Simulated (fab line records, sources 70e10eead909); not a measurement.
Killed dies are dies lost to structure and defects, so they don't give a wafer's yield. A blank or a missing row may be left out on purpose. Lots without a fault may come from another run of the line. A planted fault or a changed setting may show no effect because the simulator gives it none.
fab line records | flow nand_harc
record lots=12 wafers=36 last_day=33
route steps=1302 shown P_M2@334 P_BONDPAD@351 END@1302
lots that met no fault: from a run of the same line without faults
start_h: hours from the record's first day to the start of the lot's first wafer shown | wait_h: hours since the lot's step before | " the same as in the row above | L1.1+2: a row that stands for several wafers | - no value, or no start given | * or withheld: withheld | < > ~ a bound
route shown NAME@n: a module of which the file shows steps, and the number in the route of the first | usual: mean/standard deviation of fault-free wafers | same: alike in all rows | chamber/n: place in a boat | sites: the reading at each site | _std_site: their standard deviation | _edge_site: outer sites' mean less inner sites' | radius_mm: how far each site lies from the wafer's centre | mask NAME#n: copy n | behind: the tool/chamber that last shaped the wafer | hold: why the lot was held/for how many hours/how that ended | device: the transistor (n, p or np) that didn't switch | end of line: the same wafers' tests at the end of the route | a step without rows: its recipe alone | killed: dies lost to structure and defects at the first sort, not the wafer's yield | map: a wafer's dies, x killed, . not, _ none there
set.NAME: the setting as run; set.NAME@STEP: as run at that earlier step | model.NAME: the simulator's own value behind a step, which no gauge read
steps of the route over a sample of lots; a table a step, a row a wafer
services: from which hour (start_h, from the record's first day; less than 0 if before it) a tool's chamber was out of use, for how many hours, and why
## steps
# step NHARC_P_M2_CD_MEAS_16
# usual cd_nm=169.8/0.67
# columns lot.wafer tool chamber start_h wait_h cd_nm
L971.2 cd_sem-01 - 135.97 - 169.5
L971.4 " - " " 169.0
L971.6 " - " " 168.7
L974.2 cd_sem-01 - 162.22 - 168.9
L974.3 " - " " 168.5
L974.4 " - " " 169.5
L975.1 cd_sem-01 - 172.49 - 169.8
L975.2 " - " " 169.5
L975.6 " - " " 170.6
L976.1 cd_sem-01 - 188.45 - 170.6
L976.2 " - " " 170.4
L976.6 " - " " 169.9
L979.1 cd_sem-01 - 213.03 - 170.5
L979.4 " - " " 170.6
L979.5 " - " " 170.0
L982.1 cd_sem-01 - 239.55 - 169.8
L982.4 " - " " 169.7
L982.6 " - " " 169.5
L983.2 cd_sem-01 - 248.73 - 170.8
L983.4 " - " " 169.9
L983.6 " - " " 170.6
L988.1 cd_sem-03 - 304.69 - 169.2
L988.4 " - " " 170.0
L988.5 " - " " 169.4
L990.2 cd_sem-02 - 318.85 - 171.2
L990.4 " - " " 170.9
L990.6 " - " " 170.7
L992.1 cd_sem-01 - 336.18 - 170.7
L992.4 " - " " 170.6
L992.6 " - " " 170.9
L993.1 cd_sem-01 - 356.31 - 170.3
L993.5 " - " " 170.0
L993.6 " - " " 170.0
L994.2 cd_sem-02 - 363.75 - 168.9
L994.4 " - " " 169.6
L994.6 " - " " 169.9
# step NHARC_P_M2_CMP_23
# recipe t_overpolish_s=20 target_thk_nm=144.3
# usual motor_current_A=11.8/1 slurry_filter_dp_kPa=13.51/0.14 time_to_endpoint_s=28.6/1.9
# columns lot.wafer tool chamber start_h wait_h motor_current_A slurry_filter_dp_kPa time_to_endpoint_s
L971.4 cmp-01 1 137.95 - 11.3 13.42 25.2
L971.2 " 2 " " 12.4 13.53 30.1
L971.6 " 2 " " 12.0 13.34 30.4
L974.3 cmp-01 2 164.04 - 12.1 13.45 28.3
L974.4 " 0 " " 11.8 13.30 27.5
L974.2 " 1 " " 11.2 13.55 23.7
L975.2 cmp-03 1 174.31 - 11.3 13.37 28.3
L975.1 " 2 " " 10.5 13.54 31.6
L975.6 " 1 " " 10.8 13.47 26.8
L976.1 cmp-01 3 190.24 - 12.4 13.47 29.9
L976.2 " 1 " " 11.4 13.52 25.7
L976.6 " 0 " " 12.9 13.31 26.5
L979.4 cmp-03 0 214.82 - 13.1 13.42 28.4
L979.1 " 1 " " 10.7 13.61 26.7
L979.5 " 0 " " 13.1 13.47 25.5
L982.1 cmp-03 3 241.40 - 11.9 13.63 31.1
L982.4 " 1 " " 10.6 13.50 27.1
L982.6 " 2 " " 10.2 13.82 30.4
L983.2 cmp-02 1 250.58 - 11.6 13.65 31.2
L983.4 " 2 " " 10.6 13.49 30.0
L983.6 " 3 " " 12.2 13.59 28.6
L988.4 cmp-03 2 306.54 - 10.4 13.74 30.1
L988.1 " 3 " " 12.9 13.32 18.3
L988.5 " 1 " " 10.5 13.79 14.4
L990.4 cmp-03 2 320.67 - 9.7 13.45 30.3
L990.2 " 3 " " 13.1 13.52 19.2
L990.6 " 1 " " 10.7 13.40 29.7
L992.1 cmp-02 0 338.25 - 11.8 13.67 28.4
L992.4 " 1 " " 12.0 13.87 28.3
L992.6 " 3 " " 12.3 13.56 31.6
L993.1 cmp-02 0 358.32 - 12.6 13.58 27.5
L993.5 " 1 " " 11.2 13.57 31.7
L993.6 " 2 " " 10.0 13.27 28.2
L994.2 cmp-01 2 365.60 - 12.5 13.66 30.7
L994.4 " 3 " " 12.1 13.60 30.7
L994.6 " 1 " " 11.4 13.55 29.6
# step NHARC_P_M2_THK_MEAS_24
# recipe thk_meas_gauge=xrf
# usual thk_nm=144.1/1.6
# columns lot.wafer tool chamber start_h wait_h thk_nm
L971.2 film_metro-01 - 138.26 - 145.6
L971.4 " - " " 142.0
L971.6 " - " " 143.8
L974.2 film_metro-02 - 164.35 - 142.1
L974.3 " - " " 140.5
L974.4 " - " " 145.2
L975.1 film_metro-01 - 174.60 - 144.0
L975.2 " - " " 143.9
L975.6 " - " " 145.0
L976.1 film_metro-01 - 190.55 - 144.0
L976.2 " - " " 141.8
L976.6 " - " " 142.2
L979.1 film_metro-02 - 215.13 - 144.0
L979.4 " - " " 140.6
L979.5 " - " " 145.6
L982.1 film_metro-02 - 241.69 - 143.9
L982.4 " - " " 141.7
L982.6 " - " " 143.9
L983.2 film_metro-01 - 250.84 - 145.8
L983.4 " - " " 145.0
L983.6 " - " " 145.6
L988.1 film_metro-01 - 306.80 - 135.4
L988.4 " - " " 144.6
L988.5 " - " " 136.0
L990.2 film_metro-01 - 320.95 - 140.0
L990.4 " - " " 144.6
L990.6 " - " " 144.7
L992.1 film_metro-02 - 338.53 - 143.7
L992.4 " - " " 145.9
L992.6 " - " " 145.4
L993.1 film_metro-01 - 358.55 - 142.8
L993.5 " - " " 143.5
L993.6 " - " " 142.1
L994.2 film_metro-01 - 365.86 - 145.7
L994.4 " - " " 145.1
L994.6 " - " " 144.9
# step NHARC_P_M2_DEP_33
# recipe target_thk_a=300 temp_c=370 target_thk_nm=30 pressure_torr=3 flow_sccm=200 rf_w=450 material=SiCN
# usual heater_power_w=600/56
# columns lot.wafer tool chamber start_h wait_h heater_power_w
L971.2 pecvd-04 2 138.65 0.1 501
L971.4 " 1 " " 616
L971.6 " 2 " " 502
L974.2 pecvd-01 2 164.65 0.1 603
L974.3 " 1 " " 645
L974.4 " 0 " " 613
L975.1 pecvd-01 2 174.90 0.1 606
L975.2 " 1 " " 628
L975.6 " 0 " " 682
L976.1 pecvd-04 2 190.86 0.1 534
L976.2 " 1 " " 605
L976.6 " 0 " " 680
L979.1 pecvd-01 2 215.52 0.1 635
L979.5 " 0 " " 676
L979.4 " 1 " " 504
L982.1 pecvd-01 2 242.10 0.1 617
L982.4 " 0 " " 598
L982.6 " 2 " " 612
L983.2 pecvd-03 0 251.22 0.1 563
L983.6 " 1 " " 531
L983.4 " 2 " " 644
L988.1 pecvd-01 2 307.11 0.1 653
L988.5 " 0 " " 578
L988.4 " 1 " " 599
L990.2 pecvd-03 0 321.34 0.1 481
L990.4 " 1 " " 534
L990.6 " 2 " " 587
L992.1 pecvd-03 0 339.00 0.1 509
L992.6 " 1 " " 498
L992.4 " 0 " " 486
L993.1 pecvd-03 2 358.85 0.1 666
L993.5 " 0 " " 549
L993.6 " 1 " " 487
L994.2 pecvd-04 0 366.16 0.1 679
L994.4 " 1 " " 540
L994.6 " 2 " " 518
# step NHARC_P_BONDPAD_DEP_00
# recipe target_thk_a=2500 temp_c=370 target_thk_nm=250 pressure_torr=3 flow_sccm=200 rf_w=450 material=SiCN
# usual heater_power_w=592/57
# columns lot.wafer tool chamber start_h wait_h heater_power_w
L971.2 pecvd-04 0 - - 620
L971.6 " 0 " " 620
L971.4 " 2 " " 542
L974.2 pecvd-04 2 165.11 - 488
L974.3 " 0 " " 708
L974.4 " 1 " " 617
L975.1 pecvd-04 1 175.31 - 608
L975.2 " 0 " " 684
L975.6 " 1 " " 615
L976.2 pecvd-01 2 191.25 - 649
L976.1 " 0 " " 672
L976.6 " 0 " " 580
L979.1 pecvd-03 2 215.90 - 614
L979.5 " 2 " " 630
L979.4 " 0 " " 523
L982.1 pecvd-03 1 242.63 0.5 514
L982.4 " 1 " " 531
L982.6 " 2 " " 645
L983.2 pecvd-04 0 251.60 - 621
L983.4 " 2 " " 541
L983.6 " 1 " " 593
L988.1 pecvd-01 1 - - 632
L988.5 " 0 " " 623
L988.4 " 1 " " 526
L990.2 pecvd-04 1 321.67 - 553
L990.6 " 1 " " 558
L990.4 " 2 " " 478
L992.1 pecvd-01 2 339.33 - 588
L992.6 " 0 " " 616
L992.4 " 1 " " 572
L993.1 pecvd-04 0 359.31 - 655
L993.6 " 0 " " 679
L993.5 " 1 " " 612
L994.2 pecvd-01 0 366.75 - 600
L994.6 " 1 " " 680
L994.4 " 0 " " 628
# step NHARC_END_SORT_01
# recipe temp_c=25
# usual defect_limited_yield=91.1/2.8 killed_at_array=56/19 killed_at_other=1.0/1.5 killed_at_periphery=3.4/2.4 killed_dies=60/19 killed_open=3.3/1.8 killed_short=2.4/1.7 sort_bin_2_pct=3.2/1.3 sort_bin_3_pct=0.7/0.39 sort_bin_4_pct=4.9/1.6 sort_n_pass=617/19 sort_rim_yield_pct=89/4.2 sort_yield_pct=91.1/2.8
# same gross_dies=677 sort_bin_5_pct[%]=0 sort_bin_6_pct[%]=0 sort_bin_7_pct[%]=0 sort_bin_8_pct[%]=0 sort_rim_n_gross=106.00
# columns lot.wafer tool chamber start_h wait_h defect_limited_yield[%] killed_at_array killed_at_other killed_at_periphery killed_dies killed_open killed_short sort_bin_2_pct[%] sort_bin_3_pct[%] sort_bin_4_pct[%] sort_n_pass sort_rim_yield_pct[%] sort_yield_pct[%]
L976.1 prober-01 0 631.76 2.5 88.3 74 1 4 79 4 4 5.0 1.0 5.6 598 91 88.3
L976.2 prober-01 0 632.56 2.8 86.7 83 0 7 90 5 0 4.7 0.7 7.8 587 89 86.7
L976.6 prober-01 0 635.72 4.0 88.0 73 0 8 81 3 1 2.8 1.0 8.1 596 90 88.0
L992.1 prober-01 0 769.31 2.5 95.0 33 0 1 34 0 5 2.2 0.7 2.1 643 90 95.0
L992.4 prober-01 0 771.72 3.4 93.6 42 0 1 43 4 3 2.2 0.7 3.4 634 87 93.6
L992.6 prober-01 0 773.32 4.0 92.9 44 0 4 48 7 0 2.5 0.6 4.0 629 91 92.9
# killed by level:class
L976.1 A_CHANNEL_HOLE_D1:chamber_film_flake=30 A_CHANNEL_HOLE_D2:chamber_film_flake=28 P_GATE:chamber_film_flake=4 A_CONTACT:chamber_film_flake=4 A_CHANNEL_FILL_D1:geometric_particle:short=2 A_M0:geometric_particle:open=2 A_CHANNEL_HOLE_D2:geometric_particle:open=1 A_CHANNEL_FILL_D2:geometric_particle:open=1
L976.2 A_CHANNEL_HOLE_D1:chamber_film_flake=39 A_CHANNEL_HOLE_D2:chamber_film_flake=33 P_GATE:chamber_film_flake=5 A_CONTACT:chamber_film_flake=3 A_M0:geometric_particle:open=2 A_SLIT:chamber_film_flake=2 A_STAIRCASE:chamber_film_flake=2 P_M0:geometric_particle:open=1
L976.6 A_CHANNEL_HOLE_D1:chamber_film_flake=32 A_CHANNEL_HOLE_D2:chamber_film_flake=29 P_GATE:chamber_film_flake=5 A_CONTACT:chamber_film_flake=5 P_M0:chamber_film_flake=2 A_STAIRCASE:chamber_film_flake=2 P_CONTACT:geometric_particle:open=1 A_ONON_D1:geometric_particle:open=1
L992.1 A_SLIT:chamber_film_flake=17 A_CHANNEL_HOLE_D1:chamber_film_flake=7 A_WL_FILL:geometric_particle:short=2 A_ONON_D2:geometric_particle:short=1 A_CHANNEL_HOLE_D2:geometric_particle:short=1 A_M1:geometric_particle:short=1 P_ZERO_WELL:chamber_film_flake=1 A_DECK1_JOINT:chamber_film_flake=1
L992.4 A_SLIT:chamber_film_flake=26 A_CHANNEL_HOLE_D1:chamber_film_flake=7 A_CONTACT:chamber_film_flake=2 P_CONTACT:geometric_particle:open=1 A_ONON_D1:geometric_particle:short=1 A_CHANNEL_HOLE_D1:geometric_particle:short=1 A_CHANNEL_FILL_D1:geometric_particle:open=1 A_WL_FILL:geometric_particle:open=1
L992.6 A_SLIT:chamber_film_flake=19 A_CHANNEL_HOLE_D1:chamber_film_flake=9 A_CONTACT:chamber_film_flake=9 A_ONON_D1:geometric_particle:open=2 A_M1:geometric_particle:open=2 P_ZERO_WELL:chamber_film_flake=2 P_GATE:geometric_particle:open=1 A_ONON_D2:geometric_particle:open=1
## services
# columns tool chamber start_h hours kind
pecvd-01 - 130.18 13.0 pm
cmp-02 - 134.50 4.0 pm
cmp-03 - 139.15 3.7 repair
cmp-03 - 162.16 4.0 pm
pecvd-04 2 173.13 5.0 repair
cmp-01 - 182.06 2.5 repair
pecvd-03 - 185.24 13.0 pm
cmp-01 - 185.98 4.0 pm
cmp-01 - 202.71 1.3 repair
pecvd-04 - 207.83 0.7 repair
cmp-03 - 211.56 1.1 repair
pecvd-03 - 216.61 0.9 repair
pecvd-01 1 241.02 4.1 repair
cmp-01 - 255.14 2.7 repair
cmp-03 - 260.16 4.0 pm
cmp-01 - 265.55 0.6 repair
pecvd-04 - 269.00 13.0 pm
cmp-01 - 283.98 4.0 pm
cmp-01 - 296.75 4.8 repair
pecvd-04 0 305.44 6.8 repair
pecvd-01 - 311.18 13.0 pm
cmp-03 - 355.21 0.9 repair
cmp-03 - 358.16 4.0 pm
pecvd-03 - 366.25 13.0 pm
## key
first_sign step=NHARC_P_M2_CMP_23 reading=time_to_endpoint_s direction=down sigmas=5.9 usual=* struck=*
effect step=NHARC_P_M2_THK_MEAS_24 reading=thk_nm direction=down sigmas=4.5 usual=144.1 struck=137.1
met_at NHARC_P_M2_CMP_23
struck_lots L988,L990
struck_wafers L988.1,L988.5,L990.2
not_acting_at NHARC_P_M2_CD_MEAS_16,NHARC_P_M2_DEP_33,NHARC_P_BONDPAD_DEP_00
onset_between 241.40 306.54
fault kind=process_parameter_drift tool=cmp-03 chamber=- onset_h=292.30 steps=NHARC_P_M2_CMP_23 channel=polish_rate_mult offset=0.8 shape=step end_h=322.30 scope=struck_wafers_only
